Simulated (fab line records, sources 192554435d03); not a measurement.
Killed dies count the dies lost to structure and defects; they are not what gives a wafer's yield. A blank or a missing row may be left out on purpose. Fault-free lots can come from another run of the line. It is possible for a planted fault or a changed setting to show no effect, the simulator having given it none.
Struck lot and sound lot, side by side -- flow n5 finfet -- 19 steps out of a route of 1938
Sound: wafers L736.1, L736.2, L736.6. Wafers L748.3, L748.5, L748.6 were the ones struck. At the end, the cause is stated.
Per side, at each step with rows, come the tool, then ch with its chambers, and then its first start. Under that, the readings that differ: sound wafers -- struck wafers -- difference of the means -- sigmas: that difference in standard deviations of wafers without a fault.
alike: a reading whose means differ by less than 2 such deviations, as well as words and numbers matching on both sides. not compared: withheld readings; readings where some wafer has no value; bounds like >300 that might hide an equal value; numbers whose values overlap and for which the record gives no deviation.
Wherever a step has rows on one side only, a row that says differs or no value, or a row with sigmas, the two part there. Non-overlapping numbers with no deviation appear without sigmas and do not part them. Lack of a reading on every wafer of one side parts them only where that side has two or more wafers.

first, 7 steps without rows for these wafers: N5_BEOL_M8_COAT_60 (time 60 s, resist thk 35 nm); N5_BEOL_M8_COAT_05 (resist thk 90 nm); N5_BEOL_M8_EBR_07; N5_BEOL_M8_SOFTBAKE_06 (time 60 s); N5_BEOL_M8_EXPOSE_08 (exposes mask M8); N5_BEOL_M8_PEB_09 (peb time 60 s); N5_BEOL_M8_DEVELOP_10 (develop time 30 s).
N5_BEOL_M8_CD_MEAS_11 targets a cd of 38.5 nm.
  sound on cd sem-03 ch 0, day 11 02:21; struck on cd sem-03 ch 0, day 14 01:32
  alike: cd nm
N5_BEOL_M8_OVL_MEAS_12:
  sound on overlay-01 ch 0, day 11 02:23; struck on overlay-01 ch 0, day 14 01:34
  alike: M8_OVL
N5_BEOL_M8_INSPECT_13: inspects for defects (brightfield).
  sound: defect inspect-01 at day 11 02:24; struck: defect inspect-01 at day 14 01:35
  alike: raw defect count
N5_BEOL_M8_DESCUM_16: chemistry O2, time 7.9 s.
  sound on rie diel-04 ch 0,3, day 11 02:27; struck on rie diel-06 ch 1,2, day 14 01:37
reading,sound,struck,difference,sigmas
temp c (C),40.20 40.27 40.01,39.98 39.80 40.01,-0.23,-2
  alike: drypump motor current A, oes product au, rf fwd power W, rf vpp V, showerhead plenum p Torr, throttle valve pct
  not compared: rf hours counter h
N5_BEOL_M8_ETCH_61: etches SiARC in CF4, target depth 45.5 nm, time 75.8 s.
  sound on rie diel-04 ch 0,3, day 11 02:29; struck on rie diel-06 ch 1,2, day 14 01:40
  alike: bias w, cf4 flow sccm, drypump motor current A, etch rf on time s, oes product au, rf fwd power W, rf vpp V, showerhead plenum p Torr, throttle valve pct
  not compared: rf hours counter h
N5_BEOL_M8_ETCH_62: etches SOC in N2/H2, target depth 110 nm, overetch 22 nm, time 165 s.
  sound on rie diel-04 ch 0,3, day 11 02:32; struck on rie diel-06 ch 1,2, day 14 01:43
  no value came back on the struck wafers for any of 9 readings (bias w (W), chamber pressure mTorr (mTorr) and others); on the sound wafers bias w (W) reads 149.6 150.2 149.8
reading,sound,struck,difference,sigmas
model.CAR-ArF_of_BEOL_M8_COAT_05.thk nm (nm),0 0 0,51.2 51 51.6,+51.3,
model.SiARC_of_BEOL_M8_COAT_60.thk nm (nm),28.4 28.4 28.4,35.2 35 35,+6.7,
  not compared: rf hours counter h
then, 1 step without rows for these wafers: N5_BEOL_M8_STRIP_68 (strips in N2/H2).
N5_BEOL_M8_STRIP_67: strips in CF4.
  sound on rie diel-04 ch 0,3, day 11 02:41; struck on rie diel-06 ch 1,2, day 14 01:52
  alike: drypump motor current A, oes product au, rf vpp V, showerhead plenum p Torr, throttle valve pct
  not compared: rf hours counter h
N5_BEOL_M8_HM_OPEN_17: chemistry Cl2/BCl3, target TiN, target depth 20 nm, overetch 6 nm.
  sound on rie metal-01 ch 1, day 11 02:43; struck on rie metal-03 ch 0,1, day 14 01:56
reading,sound,struck,difference,sigmas
oes product au (a.u.),0.64 0.64 0.64,0.32 0.31 0.30,-0.33,-7
throttle valve pct (%),22.16 22.15 22.16,22.69 22.72 22.63,+0.52,+4
  alike: drypump motor current A, rf fwd power W
  not compared: rf hours counter h
N5_BEOL_M8_STRIP_19: strips in O2.
  sound on rie diel-05 ch 0,1,3, day 11 03:02; struck on rie diel-05 ch 0,3, day 14 02:01
  alike: drypump motor current A, oes product au, rf vpp V, showerhead plenum p Torr, temp c, throttle valve pct
  not compared: rf hours counter h
N5_BEOL_M8_CD_MEAS_18: pitch 80 nm, target cd 40 nm.
  sound: cd sem-03 at day 11 03:06; struck: cd sem-02 at day 14 02:05
reading,sound,struck,difference,sigmas
cd nm (nm),40.0 40.8 40.6,- - -,no value on the struck wafers,
then, 1 step without rows for these wafers: N5_BEOL_M8_COAT_63 (time 60 s, resist thk 60 nm).

WHERE THEY PART
Earliest at N5_BEOL_M8_DESCUM_16; latest, in this record, at N5_BEOL_M8_CD_MEAS_18.

WHY: whatever the simulator had introduced
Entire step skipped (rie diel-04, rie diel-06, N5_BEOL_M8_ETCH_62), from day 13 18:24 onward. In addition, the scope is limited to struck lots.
